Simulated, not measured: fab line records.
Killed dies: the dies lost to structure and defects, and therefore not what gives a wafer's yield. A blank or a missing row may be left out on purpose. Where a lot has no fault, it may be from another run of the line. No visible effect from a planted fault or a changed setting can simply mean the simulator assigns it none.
What tool caused it? | flow n5-finfet | 10 lots with 30 wafers sampled at 3 steps, on a route of 1938 steps

## WHAT EACH GAUGE READ, for each wafer
N5_PASSIVATION_OVL_MEAS_66.
lot  | measured     | on         | PASS_OPEN_OVL (nm)
L162 | day 12 22:27 | overlay-01 | -2 -12 6
L163 | day 13 12:53 | overlay-01 | -1 6 1
L164 | day 12 23:23 | overlay-01 | -11 12 5
L166 | day 13 22:16 | overlay-02 | 3 -1 10
L167 | day 13 18:23 | overlay-01 | 3 -10 15
L168 | day 15 03:14 | overlay-02 | 11 8 6
L171 | day 15 07:28 | overlay-02 | 3 -10 -14
L172 | day 15 08:31 | overlay-01 | 6 -1 14
L174 | day 15 18:31 | overlay-01 | -6 8 7
L178 | day 16 15:04 | overlay-01 | -6 1 15

## WHAT TOOL EACH LOT RAN ON (gives the tool, then ch and the chambers of the sampled wafers, and finally the start)
lot  | N5_BEOL_M2_SPUTTER_48        | N5_PASSIVATION_STRIP_14
L162 | pvd-sputter-01, day 7 05:26  | rie-diel-06 ch 2,3, day 12 17:10
L163 | pvd-sputter-03, day 7 15:35  | rie-diel-02 ch 0,2,3, day 13 07:59
L164 | pvd-sputter-02, day 7 17:01  | rie-diel-02 ch 0,1,2, day 12 20:00
L166 | pvd-sputter-01, day 7 22:48  | rie-diel-01 ch 1,2, day 13 19:16
L167 | pvd-sputter-03, day 8 06:02  | rie-diel-01 ch 0,3, day 13 14:47
L168 | pvd-sputter-02, day 8 14:38  | rie-diel-02 ch 0,2,3, day 14 23:19
L171 | pvd-sputter-02, day 9 15:50  | rie-diel-02 ch 1,2,3, day 15 03:57
L172 | pvd-sputter-02, day 9 18:39  | rie-diel-02 ch 1,2,3, day 15 05:02
L174 | pvd-sputter-03, day 10 05:43 | rie-diel-01 ch 0,2,3, day 15 13:22
L178 | pvd-sputter-02, day 11 05:57 | rie-diel-01 ch 1,2,3, day 16 11:36
- N5_BEOL_M2_SPUTTER_48: material Cu, target thk 4.5 nm, time 8.29 s.
- N5_PASSIVATION_STRIP_14: strips in O2.

## WHAT THE TOOLS THEMSELVES READ (means of the sampled wafers that have a number; where no wafer has one, the mark that the record gives instead)
N5_BEOL_M2_SPUTTER_48.
lot  | tool           | throttle-valve-pct (%)
L162 | pvd-sputter-01 | 29.4
L163 | pvd-sputter-03 | 30.6
L164 | pvd-sputter-02 | 29.0
L166 | pvd-sputter-01 | 30.1
L167 | pvd-sputter-03 | 30.8
L168 | pvd-sputter-02 | 30.1
L171 | pvd-sputter-02 | 30.0
L172 | pvd-sputter-02 | 29.5
L174 | pvd-sputter-03 | 30.3
L178 | pvd-sputter-02 | 29.6

N5_PASSIVATION_STRIP_14.
lot  | tool        | drypump-motor-current-A (A) | oes-product-au (a.u.) | rf-vpp-V (V) | showerhead-plenum-p-Torr (Torr) | temp-c (C) | throttle-valve-pct (%)
L162 | rie-diel-06 | 5.5                         | 0.71                  | 3.3          | 2.13                            | 60.04      | 17.00
L163 | rie-diel-02 | 5.8                         | 0.77                  | 4.2          | 2.09                            | 60.05      | 16.76
L164 | rie-diel-02 | 5.6                         | 0.83                  | 3.0          | 2.07                            | 59.99      | 16.76
L166 | rie-diel-01 | 5.6                         | 0.73                  | 2.8          | 2.01                            | 60.03      | 16.63
L167 | rie-diel-01 | 6.3                         | 0.83                  | 3.4          | 2.04                            | 60.05      | 16.46
L168 | rie-diel-02 | 5.8                         | 0.76                  | 4.0          | 2.09                            | 59.97      | 16.76
L171 | rie-diel-02 | 6.0                         | 0.78                  | 3.3          | 2.09                            | 60.04      | 16.85
L172 | rie-diel-02 | 6.0                         | 0.78                  | 3.3          | 2.09                            | 60.02      | 16.83
L174 | rie-diel-01 | 6.1                         | 0.76                  | 3.8          | 2.05                            | 59.96      | 16.70
L178 | rie-diel-01 | 5.8                         | 0.72                  | 4.0          | 2.02                            | 60.05      | 16.77

## THE ANSWER, worked out from the rows above alone
Rule: what is usual is taken from the lots themselves. The widest of any qualifying gaps counts: lots, ordered by their means at a reading, are off when they make up no more than a third of the lots, leave a main group of 4 or more, and stand apart from it by 3 or more times the standard deviation of that group's means. Not used: any main group whose means are identical at the precision the tables above print for the reading. A lot without any number at a reading at which 4 lots or more have one is off too. Any other lot the step has rows for is counted as sound. After the gauges, taken in route order, come the tools' own readings; for these a lot's mean is taken, as printed above. At the first step where some lot is off, the reading lying furthest off is the one used; lots without a number count as furthest.
None of the lots is off at any reading shown; this tells nothing.

## WHAT THE SIMULATOR HAD INSERTED
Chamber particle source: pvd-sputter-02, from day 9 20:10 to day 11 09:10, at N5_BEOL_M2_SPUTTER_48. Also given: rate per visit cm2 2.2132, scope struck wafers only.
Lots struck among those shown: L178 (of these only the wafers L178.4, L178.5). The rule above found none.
